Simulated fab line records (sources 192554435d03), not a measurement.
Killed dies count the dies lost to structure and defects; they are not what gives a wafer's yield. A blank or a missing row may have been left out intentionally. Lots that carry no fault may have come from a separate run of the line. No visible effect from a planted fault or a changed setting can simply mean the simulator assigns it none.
Struck lot and sound lot, side by side || flow n5 finfet || 34 out of 1938 route steps
Sound: these wafers, L500.3, L500.5, L500.6. Struck: wafers L488.1, L488.2, L488.4. At the end, the cause is stated.
Per side, at each step with rows, come the tool, then ch with its chambers, and then its first start. Under that, the readings that differ: sound wafers || struck wafers || difference of the means || sigmas: that difference in standard deviations of wafers without a fault.
alike: words and numbers the same on both sides, and readings whose means are apart by under 2 such deviations; not compared: readings that were withheld, readings missing a value for some wafer, numbers with overlapping values and no deviation given by the record, and bounds like >300 which may hide the same value.
Wherever a step has rows on one side only, a row that says differs or no value, or a row with sigmas, the two part there. When numbers do not overlap yet have no deviation, they are printed without sigmas and do not part them. A reading that every wafer of one side lacks parts them only if that side has two wafers or more.

first, 9 steps without rows for these wafers: N5_SD_EPI_P_DEVELOP_08 (develop time 30 s); N5_SD_EPI_P_DESCUM_14 (chemistry O2, time 7.9 s); N5_SD_EPI_P_ETCH_36 (etches SiARC in CF4, target depth 45.5 nm, time 75.8 s); N5_SD_EPI_P_ETCH_37 (etches SOC in N2/H2, overetch 108 nm, time 486 s); N5_SD_EPI_P_STRIP_38 (strips in N2/H2); N5_SD_EPI_P_ETCHBACK_46 (etches SiNx in CH3F/O2, stops on SiO2, target depth 17.5 nm); N5_SD_EPI_P_ETCH_47 (etches SiOCN in CH3F/O2, target depth 25 nm); N5_SD_EPI_P_ETCH_16 (etches SiO2 in CHF3/O2, target depth 5 nm); N5_SD_EPI_P_STRIP_50 (strips in CHF3/O2).
N5_SD_EPI_P_SD_RECESS_17: chemistry HBr/Cl2/O2, target depth 39.1 nm, bt time 3 s.
  sound on rie si-03 ch 0,1,3, day 8 18:44; struck on rie si-06 ch 0,1,3, day 5 23:19
  no value came back on the struck wafers for any of 6 readings (HBr_flow_sccm (sccm), O2_flow_sccm (sccm) and others); on the sound wafers HBr_flow_sccm (sccm) reads 149.5 151.1 150.1
  not compared: rf hours counter h
then, 22 steps without rows for these wafers: N5_SD_EPI_P_WET_ETCH_45 (etches SiO2 in dHF, time 10.7 s, target depth 2 nm, rinse time 30 s); N5_SD_EPI_P_STRIP_40 (strips in N2/H2); N5_SD_EPI_P_PRECLEAN_52 (cleans in O3/DIW, time 60 s); N5_SD_EPI_P_SRD_20 (time 30 s); N5_SD_EPI_P_PRECLEAN_51 (cleans in NF3:NH3, afs cycles 1, time 20 s, sublimation time 60 s); N5_SD_EPI_P_VAPOR_ETCH_44 (etches SiGe30 in NF3/Ar, time 3.3 s); N5_SD_EPI_P_EPI_21 (deposits SiGe:B, time 355 s); N5_SD_EPI_P_HM_STRIP_48 (strips SiNx in H3PO4, material SiNx, target depth 3 nm); N5_SD_EPI_P_SRD_49 (time 30 s); N5_SD_EPI_P_PRECLEAN_24 (cleans in O3/DIW, time 45 s); N5_SD_EPI_P_PRECLEAN_32 (cleans in dHF, time 10 s); N5_SD_EPI_P_PRECLEAN_33 (cleans in SC2, time 45 s); N5_SD_EPI_P_SRD_25 (time 30 s); N5_SD_ACTIVATION_RTA_00 (time 0 s); N5_SD_ACTIVATION_LSA_01 (time 0.0008 s); N5_ILD0_LINER_00 (material SiNx, target thk 4 nm, pulse time 1 s, purge time 2 s); N5_ILD0_FCVD_FILL_01 (material SiO2 flowable, target thk 200 nm, time 328.3 s); N5_ILD0_CURE_02 (time 1800 s); N5_ILD0_CMP_03 (polishes, stops on SiNx, t overpolish 1.9 s, target thk 197.38 nm); N5_ILD0_CMP_07 (polishes SiO2 flowable, stops on poly-Si, t overpolish 1.18 s, target thk 138.88 nm); N5_ILD0_PRECLEAN_10 (cleans in NF3:NH3, afs cycles 5, time 20 s, sublimation time 60 s); N5_ILD0_ALD_15 (deposits SiNx, target thk 24 nm, pulse time 1 s, ald cycles 480).
-- the record jumps here: 7 days lie between the struck wafers' starts before and after (it left off in module ILD0 and takes up again in module BEOL_M4, whose first step shown is number 1111 of the route) --
N5_BEOL_M4_RC_MEAS_101:
  sound on prober-02 ch 0, day 14 22:01; struck on prober-01 ch 0, day 13 00:10
{"reading": "CJ_P", "sound": "5.98 6.06 6.15", "struck": "2.03 2.04 2.09", "difference": -4.01, "sigmas": -19}
{"reading": "IOFF_P (nA/um)", "sound": "0.12 0.12 0.14", "struck": "0.02 0.03 0.03", "difference": -0.10, "sigmas": -3}
{"reading": "IOFF_P_85C (nA/um)", "sound": "2.2 2.2 2.5", "struck": "0.6 0.6 0.7", "difference": -1.7, "sigmas": -3}
{"reading": "IOFF_P_LIN (nA/um)", "sound": "0.060 0.060 0.066", "struck": "0.015 0.016 0.016", "difference": -0.046, "sigmas": -4}
{"reading": "ION_P (uA/um)", "sound": "437 437 441", "struck": "180 182 180", "difference": -258, "sigmas": -36}
{"reading": "REXT_P (ohm.um)", "sound": "101.2 99.3 100.8", "struck": "141.3 139.2 141.0", "difference": "+40.1", "sigmas": "+15"}
{"reading": "VT_N (mV)", "sound": "258 260 257", "struck": "251 249 247", "difference": -9, "sigmas": -3}
{"reading": "VT_P (mV)", "sound": "-261 -263 -262", "struck": "-304 -301 -303", "difference": -41, "sigmas": -12}
{"reading": "VT_P_LVT (mV)", "sound": "-107.2 -106.6 -105.2", "struck": "-152.3 -149.0 -150.3", "difference": -44.2, "sigmas": -16}
  alike: DIBL_N, DIBL_P, IOFF_N, IOFF_P_LONG, ION_N, SS_N, SS_P
-- record jumps: 5 days separate the struck wafers' starts on either side; left off in module BEOL_M4, taken up again in module PASSIVATION, whose first shown step is the route's number 1936 --
N5_PASSIVATION_PROBE_49:
  sound on prober-01, day 19 22:23; struck on prober-01, day 17 13:20
{"reading": "sort_bin_8_speed (%)", "sound": "0.51 1.36 0.17", "struck": "91.86 90.68 91.27", "difference": "+90.59", "sigmas": "+99 or more"}
{"reading": "sort n pass", "sound": "1085 1080 1074", "struck": "0 0 0", "difference": -1080, "sigmas": -64}
{"reading": "sort yield pct (%)", "sound": "91.9 91.5 91.0", "struck": "0 0 0", "difference": -91, "sigmas": -65}
  alike: defect limited yield, killed_at_M0_to_M3, killed_at_M4_up, killed at contacts, killed at front end, killed at other, killed dies, killed on rim, killed open, killed short, sort_bin_5_function, sort_bin_6_memory

== WHERE THEY PART ==
At N5_SD_EPI_P_SD_RECESS_17 first; at N5_PASSIVATION_PROBE_49 last (within this record only).

WHY: the cause the simulator had injected
Whole step skipped at N5_SD_EPI_P_SD_RECESS_17 on rie si-06, starting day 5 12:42. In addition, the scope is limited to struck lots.
